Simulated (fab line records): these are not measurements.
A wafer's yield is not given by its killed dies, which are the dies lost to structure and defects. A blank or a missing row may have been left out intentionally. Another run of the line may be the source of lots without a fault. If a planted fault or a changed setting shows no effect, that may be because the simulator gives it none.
Matching of chambers -- flow nand harc -- NHARC_A_CHANNEL_HOLE_D1_DEP_01 on pecvd-04 has 3 sister chambers
The step deposits SiON, target thk 140 nm. 3 wafers are shown with their chamber, then 8 later ones without.

EACH WAFER AND ITS CHAMBER
wafer,chamber,heater power w (W)
L082.5,1,661
L087.5,0,748
L088.1,2,609

WAFERS WHOSE CHAMBER IS MISSING
wafer,heater power w (W)
L088.4,619
L088.6,749
L091.4,654
L091.5,721
L091.6,690
L095.1,647
L095.3,568
L095.6,650

EACH ONE'S CHAMBER
wafer,from the rows above,in truth
L088.4,can't be placed: 2 or 1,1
L088.6,0,0
L091.4,can't be placed: 1 or 2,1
L091.5,can't be placed: 0 or 1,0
L091.6,can't be placed: 1 or 0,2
L095.1,can't be placed: 1 or 2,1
L095.3,2,2
L095.6,can't be placed: 1 or 2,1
Placed correctly: 2 of 8. Can't be placed from these rows: 6 (the true chamber is among the candidates in 5). Wrongly placed: 0.
How it was worked out, from the rows above alone: a wafer's distance from a chamber is the root of the sum, over the readings, of the square of ((its reading less the chamber's mean) divided by the reading's scatter). The wafer belongs to the nearest chamber; if the next one is less than 2 further off, it can't be placed. For every chamber, the mean is computed from those of its wafers that are shown. The scatter (one wafer shown for each chamber): square how far every hidden wafer sits from the nearest shown wafer, average those squares and take the square root.
